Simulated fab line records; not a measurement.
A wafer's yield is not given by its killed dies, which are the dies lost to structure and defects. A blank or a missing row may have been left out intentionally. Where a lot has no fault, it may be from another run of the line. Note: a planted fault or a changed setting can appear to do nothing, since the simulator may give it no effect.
Lot-split experiment	flow n5Finfet	on a route of 1938 steps: 7 lots, 39 wafers read

## THE SPLIT ITSELF
At N5_BEOL_M15_TRENCH_ETCH_34 (etches SiO2 in C4F8/O2/Ar, target depth 872.93 nm, time 199 s), the setting timeS was moved away from the recipe's 199 s on 12 of the 39 wafers read, by +24.6% to +54.1%. For the rest of the wafers, this setting stayed at what the recipe calls for.

## FROM THE SPLIT TO THE READING: what the file shows between them, 7 steps
- N5_BEOL_M15_STRIP_36: strips in O2
- N5_BEOL_M15_ECD_47: material Cu, target thk 1860 nm
- N5_BEOL_M15_ANNEAL_48: time 90 s
- N5_BEOL_M15_CMP_49: polishes, stops on SiO2, t overpolish 4.9 s, target thk 850 nm
- N5_BEOL_M15_THK_MEAS_50: measures by xrf
- N5_BEOL_M15_PRE_CLEAN_52: time 15 s
- N5_BEOL_M15_DEP_53: deposits SiCN from 3MS/NH3, target thk 50 nm, time 17.8 s

## THE READING
M15_RS (ohm/sq), read at N5_BEOL_M15_RS_MEAS_54 with a four-point probe. A value of 0.0216 ohm/sq with a standard deviation of 0.00047 ohm/sq is what fault-free wafers of this fab line usually give.

wafer	tool, chamber at the split	timeS as run, s	against the recipe	M15_RS, ohm/sq	against lot-mates on the recipe
L076.1	rieDiel-01, 1	254.9	+28.1%	0.0169	-0.0054
L076.2	rieDiel-01, 2	199	recipe	0.0221	-
L076.3	rieDiel-01, 0	199	recipe	0.0224	-
L076.4	rieDiel-01, 0	199	recipe	0.0223	-
L076.5	rieDiel-01, 1	254.9	+28.1%	0.0169	-0.0054
L076.6	rieDiel-01, 2	254.9	+28.1%	0.0171	-0.0052
L080.1	rieDiel-01, 0	199	recipe	0.0222	-
L080.2	rieDiel-01, 1	199	recipe	0.0216	-
L080.3	rieDiel-01, 3	306.7	+54.1%	0.0133	-0.0087
L080.4	rieDiel-01, 2	199	recipe	0.0222	-
L080.5	rieDiel-01, 2	306.7	+54.1%	0.0142	-0.0078
L080.6	rieDiel-01, 1	306.7	+54.1%	0.0139	-0.0081
L087.1	rieDiel-04, 1	199	recipe	0.0206	-
L087.2	rieDiel-04, 2	199	recipe	0.0224	-
L087.3	rieDiel-04, 0	199	recipe	0.0221	-
L087.4	rieDiel-04, 3	199	recipe	0.0219	-
L087.5	rieDiel-04, 3	199	recipe	0.0218	-
L087.6	rieDiel-04, 0	199	recipe	0.0221	-
L091.1	rieDiel-04, 3	199	recipe	0.0216	-
L091.2	rieDiel-04, 2	199	recipe	0.0223	-
L091.3	rieDiel-04, 0	199	recipe	0.0218	-
L091.4	rieDiel-04, 1	302.8	+52.2%	0.0134	-0.0085
L091.5	rieDiel-04, 0	302.8	+52.2%	0.0143	-0.0076
L091.6	rieDiel-04, 1	302.8	+52.2%	0.0134	-0.0085
L090.1	rieDiel-04, 0	247.9	+24.6%	0.0177	-0.0036
L090.2	rieDiel-04, 1	199	recipe	0.0207	-
L090.3	rieDiel-04, 2	199	recipe	0.0224	-
L090.4	rieDiel-04, 3	247.9	+24.6%	0.0175	-0.0038
L090.5	rieDiel-04, 2	247.9	+24.6%	0.0178	-0.0035
L090.6	rieDiel-04, 1	199	recipe	0.0208	-
L094.1	rieDiel-01, 1	199	recipe	0.0217	-
L094.2	rieDiel-01, 2	199	recipe	0.0219	-
L094.3	rieDiel-01, 0	199	recipe	0.0217	-
L094.4	rieDiel-01, 3	199	recipe	0.0211	-
L094.5	rieDiel-01, 3	199	recipe	0.0209	-
L094.6	rieDiel-01, 0	199	recipe	0.0218	-
L097.3	rieDiel-06, 1	199	recipe	0.0218	-
L097.5	rieDiel-06, 2	199	recipe	0.0214	-
L097.6	rieDiel-06, 3	199	recipe	0.0214	-

FIT RESULTS
A straight line over all 39 wafers: M15_RS changes by -0.000153 ohm/sq for each +1% of timeS; r = -0.99; the points scatter about the line by 0.00051 ohm/sq.
The same after taking each lot's own level away (the mean of its wafers on the recipe; 39 wafers): -0.000157 ohm/sq for each +1%; r = -0.99; scatter 0.0005 ohm/sq.
That fit puts the effect of the largest move of timeS on the reading at 0.0085 ohm/sq.
The lots' own levels span 0.02130 to 0.02227 ohm/sq, that is 2.1 times the standard deviation above.
Consequently the slope shifts little with the lot-to-lot level, the two slopes agreeing.
Check: with one of the wafers moved furthest among these (+54.1%) left out of the fit, the line predicts -0.00849 ohm/sq for it against its lot-mates. Against them it came out at -0.0087 ohm/sq.

## THE WHOLE CHAIN: every reading that the file lists as answering this split, in the file's order
step	what it does	reading	change (the file's fit)	r (the file's)
N5_BEOL_M15_TRENCH_ETCH_34	etches SiO2 in C4F8/O2/Ar, target depth 872.93 nm, time 199 s	etch.depthNm (the simulator's own value, which no gauge read)	+9.03 nm for each +1% of the setting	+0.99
N5_BEOL_M15_TRENCH_ETCH_34	etches SiO2 in C4F8/O2/Ar, target depth 872.93 nm, time 199 s	coat_of_BEOL_M15_COAT_22.thkNm (the simulator's own value, which no gauge read)	-1.82 nm for each +1% of the setting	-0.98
N5_BEOL_M15_CMP_49	polishes, stops on SiO2, t overpolish 4.9 s, target thk 850 nm	Cu_of_BEOL_M15_ECD_47.thkNm (the simulator's own value, which no gauge read)	+9.01 nm for each +1% of the setting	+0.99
N5_BEOL_M15_THK_MEAS_50	measures by xrf	M15_THK	+8.99 for each +1% of the setting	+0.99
N5_BEOL_M15_RS_MEAS_54	measures by four-point-probe	M15_RS	-0.000157 for each +1% of the setting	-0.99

## THE FILE'S OWN FIT
M15_RS changes by -0.000157 ohm/sq for each +1% of timeS, r = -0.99.
